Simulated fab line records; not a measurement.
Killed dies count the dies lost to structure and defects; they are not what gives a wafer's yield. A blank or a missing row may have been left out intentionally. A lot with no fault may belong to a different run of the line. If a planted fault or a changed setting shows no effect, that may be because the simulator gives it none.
fab line records	flow nand-harc
record: lots: 6	wafers: 18	last-day: 35
route steps=1302 shown A_M0@1148 END@1302
lots untouched by any fault: they come from a run of this same line in which no faults occurred
start-h: the number of hours between the record's first day and the start of the first shown wafer of the lot	wait-h: how many hours have passed since the lot's step before this one	" as in the row above	L1.1+2: several wafers, shown together as one row	- no value, or no start given	* or withheld: withheld	< > ~ a bound
route shown NAME@n: names a module that has steps shown in the file, with the first one's number in the route	usual: mean/standard deviation taken from wafers without a fault	same: alike in all rows	chamber/n: place in a boat	sites: per-site readings	_std_site: the values' standard deviation	_edge_site: mean of outer sites minus mean of inner sites	radius-mm: how far each site lies from the wafer's centre	mask NAME#n: copy n	behind: the most recent tool/chamber to have shaped the wafer	hold: why the lot was held/for how many hours/how that ended	device: which transistor (n, p or np) failed to switch	end of line: at the end of the route, the tests of the same wafers	where a step has no rows: the recipe by itself	killed: the dies lost at the first sort to structure and to defects; this is not the yield of the wafer	map: dies across one wafer; x = killed, . = not, _ = none there
set.NAME: the setting that was run; set.NAME@STEP: the one run at that earlier step	model.NAME: the simulator's own value behind a step, which no gauge read
lots at some steps of the route; a table a step, a row a wafer
services: the hour from which a tool's chamber was out of use, counted from the record's first day as start-h (under 0 if before that day), plus the number of hours and why
== steps ==
step: NHARC_A_M0_OVL_MEAS_10
recipe: pitch-nm: 160
usual: overlay-x-nm: -0.1/0.83	overlay-y-nm: 0.2/0.69
lot.wafer	tool	chamber	start-h	wait-h	overlay-x-nm	overlay-y-nm
L395.1	overlay-02	-	567.57	-	-0.5	-0.3
L395.2	"	-	"	"	-1.1	0.1
L395.3	"	-	"	"	-1.2	0.6
L398.1	overlay-02	-	613.82	-	-1.1	0.1
L398.5	"	-	"	"	-0.8	0.7
L398.6	"	-	"	"	-1.0	0.0
L401.1	overlay-02	-	626.25	-	-0.6	0.1
L401.2	"	-	"	"	-0.6	-0.3
L401.6	"	-	"	"	0.1	-0.2
L407.2	overlay-01	-	705.23	-	0.0	-0.9
L407.4	"	-	"	"	-0.1	-0.1
L407.5	"	-	"	"	0.6	-0.5
L409.1	overlay-01	-	711.55	-	0.7	0.0
L409.2	"	-	"	"	0.2	0.1
L409.3	"	-	"	"	0.3	0.3
L412.1	overlay-02	-	776.88	-	-0.6	1.1
L412.4	"	-	"	"	-1.3	0.6
L412.6	"	-	"	"	-0.7	1.2
step: NHARC_A_M0_INSPECT_11
usual: raw-defect-count: 87/38
lot.wafer	tool	chamber	start-h	wait-h	raw-defect-count
L395.1	defect-inspect-01	-	567.61	0.0	114
L395.2	"	-	"	"	104
L395.3	"	-	"	"	117
L398.1	defect-inspect-01	-	613.85	0.0	59
L398.5	"	-	"	"	81
L398.6	"	-	"	"	84
L401.1	defect-inspect-01	-	626.29	0.0	29
L401.2	"	-	"	"	28
L401.6	"	-	"	"	15
L407.2	defect-inspect-01	-	705.27	0.0	65
L407.4	"	-	"	"	72
L407.5	"	-	"	"	72
L409.1	defect-inspect-01	-	711.59	0.0	64
L409.2	"	-	"	"	88
L409.3	"	-	"	"	58
L412.1	defect-inspect-02	-	776.91	0.0	94
L412.4	"	-	"	"	99
L412.6	"	-	"	"	81
step: NHARC_A_M0_DESCUM_14
recipe: time-s: 3	o2-flow-sccm: 200	ar-flow-sccm: 0	bias-power-w: 0	chemistry: O2
usual: drypump-motor-current-A: 5.7/0.37	oes-product-au: 1.005/0.0086	rf-vpp-V: 57.8/0.91	showerhead-plenum-p-Torr: 1.91/0.11	throttle-valve-pct: 11.311/0.0095
lot.wafer	tool	chamber	start-h	wait-h	drypump-motor-current-A	oes-product-au	rf-hours-counter-h	rf-vpp-V	showerhead-plenum-p-Torr	throttle-valve-pct
L395.1	rie-diel-09	2	567.67	0.1	5.6	0.993	4	58.7	1.99	11.313
L395.2	"	0	"	"	5.6	0.992	4	57.1	1.78	11.315
L395.3	"	1	"	"	6.0	1.000	2	57.5	1.81	11.314
L398.1	rie-diel-09	1	613.93	0.1	6.0	1.006	4	55.3	1.81	11.299
L398.6	"	3	"	"	6.2	1.012	-	59.4	2.06	11.298
L398.5	"	0	"	"	5.6	1.009	-	57.7	1.78	11.311
L401.1	rie-diel-05	1	626.35	0.1	5.9	1.018	2	56.9	1.96	11.320
L401.2	"	2	"	"	6.0	1.001	2	57.1	1.79	11.308
L401.6	"	1	"	"	5.9	1.018	-	59.0	1.96	11.319
L407.2	rie-diel-09	3	705.33	0.1	6.2	1.016	1	59.2	2.06	11.328
L407.4	"	0	"	"	5.5	1.015	1	56.6	1.78	11.308
L407.5	"	0	"	"	5.5	1.017	-	58.0	1.78	11.310
L409.1	rie-diel-02	2	711.65	0.1	5.3	1.008	10	57.0	1.83	11.307
L409.2	"	3	"	"	6.2	1.012	10	58.6	2.00	11.307
L409.3	"	1	"	"	5.4	1.003	4	59.3	1.93	11.312
L412.1	rie-diel-05	0	776.98	0.1	5.5	0.985	0	58.7	2.04	11.311
L412.4	"	2	"	"	6.0	0.986	0	57.1	1.79	11.329
L412.6	"	3	"	"	5.0	0.985	-	56.0	1.77	11.324
step: NHARC_A_M0_ETCH_34
recipe: target-depth-a: 400	overetch-a: 120	time-s: 43.94	ion-energy-ev: 200	n2-flow-sccm: 150	h2-flow-sccm: 150	ar-flow-sccm: 0	rf-w: 400	bias-w: 150	chemistry: N2/H2
step: NHARC_A_M0_ETCH_15
recipe: target-depth-a: 1500	overetch-a: 150	time-s: 82.5	c4f8-flow-sccm: withheld	ar-flow-sccm: 400	rf-w: 600	bias-w: 300	chemistry: C4F8/Ar
usual: oes-product-au: 0.953/0.02	rf-fwd-power-W: 595.6/1.8	rf-vpp-V: 441/3.3
lot.wafer	tool	chamber	start-h	wait-h	oes-product-au	rf-fwd-power-W	rf-hours-counter-h	rf-vpp-V
L395.2	rie-diel-09	1	-	-	0.977	597.7	2	436
L395.1	"	2	"	"	0.969	594.6	4	443
L395.3	"	3	"	"	0.965	594.7	4	446
L398.1	rie-diel-09	3	-	-	0.935	594.4	6	445
L398.6	"	3	"	"	0.932	593.8	-	444
L398.5	"	0	"	"	0.925	596.2	-	438
L401.1	rie-diel-05	3	-	-	0.975	593.3	1	436
L401.2	"	2	"	"	0.964	598.7	2	437
L401.6	"	3	"	"	0.976	594.8	-	435
L407.2	rie-diel-09	2	-	-	0.977	595.5	2	444
L407.4	"	0	"	"	0.959	595.2	1	435
L407.5	"	3	"	"	0.962	598.7	-	445
L409.2	rie-diel-02	3	-	-	0.919	594.3	10	443
L409.3	"	0	"	"	0.917	594.0	11	442
L409.1	"	1	"	"	0.931	597.7	4	442
L412.4	rie-diel-05	0	-	-	0.956	595.2	0	444
L412.1	"	2	"	"	0.976	596.5	0	437
L412.6	"	0	"	"	0.950	596.9	-	444
step: NHARC_A_M0_CD_MEAS_16
usual: cd-nm: 80.1/0.63
lot.wafer	tool	chamber	start-h	wait-h	cd-nm
L395.1	cd-sem-01	-	567.97	-	79.5
L395.2	"	-	"	"	80.1
L395.3	"	-	"	"	79.4
L398.1	cd-sem-01	-	614.21	-	80.1
L398.5	"	-	"	"	80.3
L398.6	"	-	"	"	79.7
L401.1	cd-sem-02	-	626.65	-	80.4
L401.2	"	-	"	"	80.2
L401.6	"	-	"	"	80.8
L407.2	cd-sem-03	-	705.63	-	80.4
L407.4	"	-	"	"	80.0
L407.5	"	-	"	"	80.8
L409.1	cd-sem-02	-	711.95	-	79.8
L409.2	"	-	"	"	80.5
L409.3	"	-	"	"	79.5
L412.1	cd-sem-01	-	777.28	-	79.7
L412.4	"	-	"	"	79.7
L412.6	"	-	"	"	79.2
step: NHARC_A_M0_STRIP_18
recipe: power-w: 1000	n2-flow-sccm: 150	h2-flow-sccm: 150	ar-flow-sccm: 0	bias-w: 0	chemistry: N2/H2
usual: drypump-motor-current-A: 5.7/0.33	oes-product-au: 1.005/0.0077	rf-fwd-power-W: 997/3	rf-vpp-V: 90.7/1.1	showerhead-plenum-p-Torr: 2.03/0.12	throttle-valve-pct: 14.172/0.0089
lot.wafer	tool	chamber	start-h	wait-h	drypump-motor-current-A	oes-product-au	rf-fwd-power-W	rf-hours-counter-h	rf-vpp-V	showerhead-plenum-p-Torr	throttle-valve-pct
L395.1	rie-diel-05	0	568.05	0.1	5.5	1.002	997	7	92.2	2.18	14.176
L395.2	"	1	"	"	5.9	1.009	1000	7	92.7	2.10	14.153
L395.3	"	3	"	"	5.0	0.992	997	6	90.9	1.89	14.165
L398.1	rie-diel-02	2	614.34	0.1	5.3	0.998	991	1	89.4	1.95	14.183
L398.5	"	0	"	"	5.6	0.995	999	-	90.7	2.08	14.178
L398.6	"	1	"	"	5.3	0.995	998	-	89.5	2.05	14.156
L401.2	rie-diel-09	2	626.75	0.1	5.7	1.007	999	7	91.4	2.12	14.173
L401.1	"	0	"	"	5.6	1.014	1000	7	88.7	1.89	14.190
L401.6	"	2	"	"	5.6	1.002	999	-	91.0	2.12	14.184
L407.2	rie-diel-02	2	705.70	0.1	5.3	1.019	994	10	90.9	1.95	14.158
L407.5	"	3	"	"	6.2	0.998	995	-	91.7	2.14	14.179
L407.4	"	0	"	"	5.6	1.009	998	-	91.2	2.08	14.180
L409.1	rie-diel-02	3	712.05	0.1	6.2	1.004	1001	10	92.1	2.14	14.172
L409.2	"	0	"	"	5.6	1.000	996	11	90.6	2.08	14.163
L409.3	"	1	"	"	5.4	1.008	998	4	90.4	2.05	14.168
L412.1	rie-diel-05	1	777.36	0.1	5.9	0.990	997	0	91.3	2.09	14.172
L412.4	"	0	"	"	5.5	0.983	994	0	93.2	2.18	14.167
L412.6	"	2	"	"	6.0	0.993	1002	-	89.9	1.90	14.174
step: NHARC_A_M0_STRIP_19
recipe: time-s: 600	temp-c: 30	chemistry: post-etch-residue-remover
step: NHARC_A_M0_DEGAS_28
recipe: temp-c: 250	time-s: 60
usual: heater-power-w: 324/33
lot.wafer	tool	chamber	start-h	wait-h	heater-power-w
L395.1	pvd-sputter-02	-	568.59	-	340
L395.2	"	-	"	"	347
L395.3	"	-	"	"	276
L398.1	pvd-sputter-03	-	614.88	-	289
L398.6	"	-	"	"	290
L398.5	"	-	"	"	348
L401.1	pvd-sputter-01	-	627.28	-	309
L401.2	"	-	"	"	367
L401.6	"	-	"	"	309
L407.2	pvd-sputter-02	-	706.30	-	349
L407.4	"	-	"	"	269
L407.5	"	-	"	"	343
L409.2	pvd-sputter-02	-	712.57	-	354
L409.1	"	-	"	"	308
L409.3	"	-	"	"	370
L412.1	pvd-sputter-02	-	777.89	-	319
L412.4	"	-	"	"	375
L412.6	"	-	"	"	381
step: NHARC_A_M0_PRE_CLEAN_29
recipe: time-s: 30	temp-c: 280	gas: H2/He
usual: heater-power-w: 396/40
lot.wafer	tool	chamber	start-h	wait-h	heater-power-w
L395.3	pvd-sputter-02	-	-	-	420
L395.1	"	-	"	"	465
L395.2	"	-	"	"	335
L398.1	pvd-sputter-03	-	-	-	372
L398.5	"	-	"	"	375
L398.6	"	-	"	"	364
L401.2	pvd-sputter-01	-	-	-	379
L401.1	"	-	"	"	375
L401.6	"	-	"	"	415
L407.2	pvd-sputter-02	-	-	-	328
L407.4	"	-	"	"	395
L407.5	"	-	"	"	425
L409.3	pvd-sputter-02	-	-	-	325
L409.2	"	-	"	"	377
L409.1	"	-	"	"	456
L412.1	pvd-sputter-02	-	-	-	325
L412.4	"	-	"	"	421
L412.6	"	-	"	"	381
step: NHARC_A_M0_PVD_20
recipe: target-thk-a: 50	bias-v: 168.6	power-w: 15000	chamber-pressure-pa: 0.12	time-s: 8.06	substrate-temp-c: 50	material: TaN
step: NHARC_A_M0_PVD_21
recipe: target-thk-a: 300	chamber-pressure-pa: 5	power-w: 5000	substrate-temp-c: 30	time-s: 20.49	material: Cu
step: NHARC_A_M0_ECD_22
recipe: target-thk-a: 4000	bath-temp-c: 25	material: Cu
lot.wafer	tool	chamber	start-h	wait-h
L395.2+1+3	ecd-cu-01	0,1,1	568.95	-
L398.1+5+6	ecd-cu-01	0,1,0	615.29	-
L401.1+2+6	ecd-cu-02	1,0,1	627.63	-
L407.2+4+5	ecd-cu-02	0	706.73	-
L409.2+1+3	ecd-cu-02	1,0,0	712.93	-
L412.1+4+6	ecd-cu-01	0,1,1	778.30	-
step: NHARC_A_M0_ANNEAL_30
recipe: temp-c: 225	time-s: 90
step: NHARC_A_M0_CMP_23
recipe: t-overpolish-s: 20	target-thk-nm: 113.75
usual: motor-current-A: 12.2/0.86	time-to-endpoint-s: 29.0/2
lot.wafer	tool	chamber	start-h	wait-h	motor-current-A	time-to-endpoint-s
L395.1	cmp-01	3	569.67	-	12.2	30.6
L395.2	"	1	"	"	14.0	29.5
L395.3	"	2	"	"	13.5	30.0
L398.1	cmp-04	2	616.00	-	12.3	29.2
L398.5	"	0	"	"	12.1	27.0
L398.6	"	1	"	"	12.6	28.6
L401.1	cmp-04	2	628.38	-	12.4	30.9
L401.2	"	0	"	"	12.0	29.1
L401.6	"	2	"	"	12.3	30.5
L407.2	cmp-04	3	707.56	-	11.6	30.0
L407.4	"	1	"	"	12.0	12.2
L407.5	"	3	"	"	11.4	16.2
L409.3	cmp-02	3	713.68	-	11.3	30.9
L409.2	"	0	"	"	12.8	28.0
L409.1	"	1	"	"	11.5	8.6
L412.4	cmp-02	1	778.97	-	11.3	27.7
L412.1	"	2	"	"	10.7	26.3
L412.6	"	2	"	"	10.9	28.5
step: NHARC_A_M0_THK_MEAS_24
recipe: thk-meas-gauge: xrf
usual: thk-nm: 113.7/1.6
lot.wafer	tool	chamber	start-h	wait-h	thk-nm
L395.1	film-metro-02	-	569.98	-	115.0
L395.2	"	-	"	"	114.7
L395.3	"	-	"	"	116.6
L398.1	film-metro-01	-	616.26	-	110.8
L398.5	"	-	"	"	114.5
L398.6	"	-	"	"	109.8
L401.1	film-metro-01	-	628.66	-	113.8
L401.2	"	-	"	"	114.2
L401.6	"	-	"	"	112.0
L407.2	film-metro-01	-	707.88	-	114.2
L407.4	"	-	"	"	114.9
L407.5	"	-	"	"	112.4
L409.1	film-metro-02	-	713.97	-	111.7
L409.2	"	-	"	"	112.9
L409.3	"	-	"	"	114.2
L412.1	film-metro-02	-	779.29	-	117.0
L412.4	"	-	"	"	114.5
L412.6	"	-	"	"	115.4
step: NHARC_END_SORT_01
recipe: temp-c: 25
usual: defect-limited-yield: 92.9/2.4	killed-at-array: 44/16	killed-at-other: 0.6/1.1	killed-at-periphery: 3.9/2.6	killed-dies: 48/16	killed-open: 3.1/1.9	killed-short: 2.4/1.8	sort_bin_2_pct: 2.6/1	sort_bin_3_pct: 0.6/0.39	sort_bin_4_pct: 4.0/1.4	sort-n-pass: 629/16	sort-rim-yield-pct: 89/4.3	sort-yield-pct: 92.9/2.4
same: gross-dies: 677	sort_bin_5_pct[%]: 0	sort_bin_6_pct[%]: 0	sort_bin_7_pct[%]: 0	sort_bin_8_pct[%]: 0	sort-rim-n-gross: 106.00
lot.wafer	tool	chamber	start-h	wait-h	defect-limited-yield[%]	killed-at-array	killed-at-other	killed-at-periphery	killed-dies	killed-open	killed-short	sort_bin_2_pct[%]	sort_bin_3_pct[%]	sort_bin_4_pct[%]	sort-n-pass	sort-rim-yield-pct[%]	sort-yield-pct[%]
L395.1	prober-01	0	610.58	2.5	89.8	65	1	3	69	6	2	3.1	0.9	6.2	608	90	89.8
L395.2	prober-01	0	611.37	2.8	92.8	46	0	3	49	2	2	2.5	0.6	4.1	628	85	92.8
L395.3	prober-01	0	612.17	3.1	92.2	49	0	4	53	2	0	2.7	0.3	4.9	624	84	92.2
L398.1	prober-02	0	653.25	2.5	94.5	33	0	4	37	4	4	1.5	0.3	3.7	640	87	94.5
L398.5	prober-02	0	656.47	3.7	94.8	35	0	0	35	0	1	1.5	0.7	3.0	642	88	94.8
L398.6	prober-02	0	657.27	4.0	91.6	57	0	0	57	1	0	3.7	1.5	3.2	620	94	91.6
L401.1	prober-01	0	667.87	2.5	96.0	25	0	2	27	2	5	1.3	0.1	2.5	650	90	96.0
L401.2	prober-01	0	668.67	2.8	95.0	32	0	2	34	4	6	1.2	0.4	3.4	643	92	95.0
L401.6	prober-01	0	671.86	4.0	95.7	27	1	1	29	7	3	0.4	0	3.8	648	96	95.7
L409.1	prober-01	0	751.51	2.5	93.4	39	0	6	45	4	3	4.1	0.1	2.4	632	92	93.4
L409.2	prober-01	0	752.32	2.8	94.4	36	0	2	38	2	2	2.4	0.9	2.4	639	90	94.4
L409.3	prober-01	0	753.13	3.1	93.6	41	0	2	43	3	6	2.8	0.1	3.4	634	86	93.6
L412.1	prober-01	0	825.15	2.5	92.9	44	0	4	48	1	0	3.4	0.4	3.2	629	86	92.9
L412.4	prober-01	0	827.55	3.4	93.1	47	0	0	47	2	0	2.8	0.7	3.4	630	81	93.1
L412.6	prober-01	0	829.16	4.0	93.2	44	0	2	46	1	2	3.2	0.7	2.8	631	87	93.2
killed by level:class
L395.1 A_CHANNEL_HOLE_D2:chamber-film-flake=42 A_SLIT:chamber-film-flake=16 A_ONON_D1:geometric-particle:open=2 P_CONTACT:geometric-particle:open=1 P_M1:geometric-particle:open=1 A_ONON_D2:geometric-particle:short=1 A_CHANNEL_HOLE_D2:geometric-particle:open=1 A_SGD_CUT:geometric-particle:short=1
L395.2 A_CHANNEL_HOLE_D2:chamber-film-flake=23 A_SLIT:chamber-film-flake=10 A_STAIRCASE:chamber-film-flake=4 A_CHANNEL_HOLE_D1:chamber-film-flake=2 A_BLC:chamber-film-flake=2 P_M1:geometric-particle:open=1 P_M1:geometric-particle:short=1 A_ONON_D1:geometric-particle:short=1
L395.3 A_CHANNEL_HOLE_D2:chamber-film-flake=25 A_SLIT:chamber-film-flake=17 P_ZERO_WELL:chamber-film-flake=2 A_CHANNEL_HOLE_D1:chamber-film-flake=2 A_WL_FILL:chamber-film-flake=2 P_CONTACT:geometric-particle:open=1 P_M1:geometric-particle:open=1 A_STAIRCASE:chamber-film-flake=1
L398.1 A_CHANNEL_HOLE_D1:chamber-film-flake=14 A_CHANNEL_HOLE_D2:chamber-film-flake=5 A_CONTACT:chamber-film-flake=5 A_ONON_D1:geometric-particle:short=3 P_CONTACT:geometric-particle:open=2 A_SLIT:chamber-film-flake=2 P_GATE:geometric-particle:open=1 A_ONON_D1:geometric-particle:open=1
L398.5 A_CHANNEL_HOLE_D1:chamber-film-flake=21 A_CHANNEL_HOLE_D2:chamber-film-flake=8 A_CONTACT:chamber-film-flake=3 A_CONTACT:geometric-particle:short=1 A_STAIRCASE:chamber-film-flake=1 A_SLIT:chamber-film-flake=1
L398.6 A_CHANNEL_HOLE_D1:chamber-film-flake=39 A_CHANNEL_HOLE_D2:chamber-film-flake=8 A_CONTACT:chamber-film-flake=5 A_SLIT:chamber-film-flake=3 A_M0:geometric-particle:open=1 A_WL_FILL:chamber-film-flake=1
L401.1 A_CHANNEL_HOLE_D1:chamber-film-flake=6 A_CONTACT:chamber-film-flake=4 A_SLIT:chamber-film-flake=3 A_ZERO_WELL:chamber-film-flake=2 A_STAIRCASE:chamber-film-flake=2 A_WL_FILL:chamber-film-flake=2 P_M0:geometric-particle:short=1 P_M1:geometric-particle:short=1
L401.2 A_CHANNEL_HOLE_D1:chamber-film-flake=8 A_STAIRCASE:chamber-film-flake=5 A_ONON_D1:geometric-particle:short=3 A_SLIT:chamber-film-flake=3 A_CHANNEL_FILL_D1:chamber-film-flake=2 A_WL_FILL:chamber-film-flake=2 A_CONTACT:chamber-film-flake=2 P_CONTACT:geometric-particle:open=1
L401.6 A_CHANNEL_FILL_D1:chamber-film-flake=5 A_ONON_D1:geometric-particle:open=4 A_CONTACT:chamber-film-flake=4 A_CHANNEL_HOLE_D1:chamber-film-flake=3 A_STAIRCASE:chamber-film-flake=3 A_WL_FILL:chamber-film-flake=2 A_CHANNEL_FILL_D1:geometric-particle:short=1 A_CHANNEL_FILL_D1:geometric-particle:open=1
L409.1 A_SLIT:chamber-film-flake=12 A_M0:area-ecd=11 A_STAIRCASE:chamber-film-flake=4 A_CONTACT:chamber-film-flake=4 P_M2:chamber-film-flake=3 A_CHANNEL_HOLE_D1:chamber-film-flake=3 P_CONTACT:geometric-particle:open=1 P_M2:geometric-particle:short=1
L409.2 A_SLIT:chamber-film-flake=20 A_CHANNEL_HOLE_D1:chamber-film-flake=4 A_STAIRCASE:chamber-film-flake=4 A_CONTACT:chamber-film-flake=4 A_ONON_D2:geometric-particle:short=1 A_CHANNEL_FILL_D2:geometric-particle:short=1 A_CONTACT:geometric-particle:open=1 A_M0:geometric-particle:open=1
L409.3 A_SLIT:chamber-film-flake=19 A_CHANNEL_HOLE_D1:chamber-film-flake=7 A_ONON_D1:geometric-particle:short=3 A_CONTACT:chamber-film-flake=3 A_WL_FILL:chamber-film-flake=2 A_CHANNEL_HOLE_D1:geometric-particle:open=1 A_CHANNEL_FILL_D1:geometric-particle:short=1 A_CHANNEL_HOLE_D2:geometric-particle:open=1
L412.1 A_SLIT:chamber-film-flake=17 A_CHANNEL_HOLE_D1:chamber-film-flake=9 A_CONTACT:chamber-film-flake=7 A_WL_FILL:chamber-film-flake=4 P_ZERO_WELL:chamber-film-flake=3 A_CHANNEL_HOLE_D2:chamber-film-flake=2 A_STAIRCASE:chamber-film-flake=2 A_BONDPAD:chamber-film-flake=2
L412.4 A_SLIT:chamber-film-flake=18 A_CHANNEL_HOLE_D1:chamber-film-flake=13 A_CHANNEL_HOLE_D2:chamber-film-flake=5 A_CONTACT:chamber-film-flake=5 A_WL_FILL:chamber-film-flake=4 A_ONON_D2:geometric-particle:open=1 A_CONTACT:geometric-particle:open=1
L412.6 A_SLIT:chamber-film-flake=18 A_CONTACT:chamber-film-flake=9 A_CHANNEL_HOLE_D1:chamber-film-flake=8 A_CHANNEL_HOLE_D2:chamber-film-flake=3 A_ONON_D1:geometric-particle:short=2 P_GATE:chamber-film-flake=2 A_WL_FILL:chamber-film-flake=2 A_M0:geometric-particle:open=1
== services ==
tool	chamber	start-h	hours	kind
pvd-sputter-02	-	544.66	4.3	repair
rie-diel-02	-	570.70	9.0	pm
cmp-04	-	575.25	0.9	repair
ecd-cu-02	-	577.00	2.6	repair
rie-diel-05	-	583.60	9.0	pm
ecd-cu-02	-	596.28	8.0	pm
rie-diel-05	3	596.32	17.8	repair
rie-diel-02	1	626.30	17.0	repair
pvd-sputter-02	-	638.06	10.0	pm
rie-diel-05	-	645.95	6.1	repair
rie-diel-02	1	654.36	47.2	repair
rie-diel-05	2	657.69	38.7	repair
rie-diel-09	-	674.21	9.0	pm
rie-diel-02	2	690.58	2.6	repair
rie-diel-02	1	704.48	5.8	repair
pvd-sputter-02	-	713.26	3.9	repair
rie-diel-02	-	714.59	0.2	repair
rie-diel-05	-	727.48	0.8	repair
rie-diel-05	1	735.85	9.3	repair
rie-diel-05	3	738.91	1.4	repair
rie-diel-02	-	747.70	9.0	pm
rie-diel-09	3	748.16	3.1	repair
rie-diel-05	-	760.60	9.0	pm
rie-diel-05	0	773.39	2.8	repair
== key ==
first-sign: step: NHARC_A_M0_CMP_23	reading: time-to-endpoint-s	direction: down	sigmas: 8.4	usual: *	struck: *
effect none on later readings
met-at NHARC_A_M0_ECD_22
struck-wafers L407.4,L407.5,L409.1
sort-left-out L407.4,L407.5
onset-between 627.63 706.73
fault: kind: process-parameter-drift	tool: ecd-cu-02	chamber: -	onset-h: 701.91	steps: NHARC_A_M0_ECD_22	channel: target-thk-a	offset: *	shape: step	end-h: 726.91	scope: struck-wafers-only	acts-in: *	stated: *
sort-left-out: the simulated sort isn't trusted on such a fault, so these wafers' sort isn't shown, and their yield isn't known
